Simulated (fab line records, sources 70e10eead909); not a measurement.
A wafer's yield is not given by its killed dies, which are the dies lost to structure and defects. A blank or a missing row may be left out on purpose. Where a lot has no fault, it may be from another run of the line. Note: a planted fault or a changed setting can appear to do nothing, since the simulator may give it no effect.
Problem report, 8D (eight disciplines) form, completed by code / flow nandHarc / the parts of the form that need people (team, actions taken, sign-off) are left out

== 1. PROBLEM STATEMENT ==
sort_bin_2_pct at NHARC_END_SORT_01 reads a mean of 94.4 % on 3 wafers of 2 lots; wafers without a fault read 2.4 % with a standard deviation of 0.71. That is +99 or more standard deviations from the usual mean.
The first sign was on wafer L713.1 at day 31 08:24, on prober-02. The record has a number at this step for 6 wafers belonging to 2 lots. By rule, "out" or "out of limits" means more than 4 standard deviations away from the usual mean. Any other wafer with a number is counted as sound.

== 2. WHAT IT IS, WHAT IT ISN'T ==
question=which readings at this step | is=sort_bin_2_pct, defectLimitedYield, killedAtArray, killedDies, sortNPass, sortRimYieldPct, sortYieldPct | is not=killedAtOther, killedAtPeriphery, killedOpen, killedShort, sort_bin_3_pct
question=which lots | is=L713, L715 | is not=-
question=which wafers of those lots | is=L713.1, L715.4, L715.6 | is not=L713.3, L713.6, L715.3
question=read on which gauges | is=prober-01, prober-02 | is not=-
question=when | is=from day 31 08:24 | is not=up to then (0 sound wafers); but 3 sound wafers of L713, L715 came after

== 3. WHAT RULES OUT EACH SUSPECT ==
Counting: any tool at a process step up to the reading remains a suspect provided it ran every lot that is out. Sound lots after the first of them don't rule it out here, since some wafers of a struck lot are sound.
- the gauge at NHARC_END_SORT_01 is ruled out. 2 gauges (prober-01, prober-02) read the wafers that are out.
- pvdSputter-03 at NHARC_A_M0_PVD_21 (deposits Cu, target thk 30 nm, time 20.49 s): kept. It ran every lot that is out, first L713 (day 29 16:00).
The count leaves pvdSputter-03 at NHARC_A_M0_PVD_21.

== 4. THE CAUSE (what the simulator had put in) ==
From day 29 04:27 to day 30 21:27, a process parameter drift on pvdSputter-03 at NHARC_A_M0_PVD_21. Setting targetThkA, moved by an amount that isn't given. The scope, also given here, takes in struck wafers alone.
Only this tool survived the counting.

== 5. THE CHAIN OF EFFECTS, in route order ==
Each row: a reading where the mean over the struck wafers with a number is more than 3 standard deviations away from the usual. Readings are gone through only where the record gives a usual standard deviation; hours: the median, over the lots, of the time from a lot's start at the first step in this table giving one to that lot's start at this step; sigmas: the change measured in usual standard deviations.
hours=0; step=NHARC_END_SORT_01; reading=defectLimitedYield; usual=93.3 %; on struck wafers=0.0; change=-93.3; sigmas=-62
hours=0; step=NHARC_END_SORT_01; reading=killedAtArray; usual=41; on struck wafers=674; change=+633; sigmas=+63
hours=0; step=NHARC_END_SORT_01; reading=killedDies; usual=46; on struck wafers=677; change=+631; sigmas=+63
hours=0; step=NHARC_END_SORT_01; reading=sort_bin_2_pct; usual=2.4 %; on struck wafers=94.4; change=+92.0; sigmas=+99 or more
hours=0; step=NHARC_END_SORT_01; reading=sortNPass; usual=631; on struck wafers=0; change=-631; sigmas=-63
hours=0; step=NHARC_END_SORT_01; reading=sortRimYieldPct; usual=86 %; on struck wafers=0; change=-86; sigmas=-19
hours=0; step=NHARC_END_SORT_01; reading=sortYieldPct; usual=93.3 %; on struck wafers=0.0; change=-93.3; sigmas=-62

== 6. HOW IT WOULD HAVE BEEN CAUGHT EARLIER ==
The first out-of-limits reading at a measuring or inspecting step in this record came at day 31 08:24, 52 hours after the fault's start at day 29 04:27.
An alarm limit of 4 standard deviations would not have fired on the tool readings at NHARC_A_M0_PVD_21 for which the record gives a usual standard deviation, since none of them was out on any struck wafer.
By day 31 08:24 the whole set of lots that are out, 2 in number, had already begun NHARC_A_M0_PVD_21 on pvdSputter-03. A hold on the tool at that time would have spared none of them.
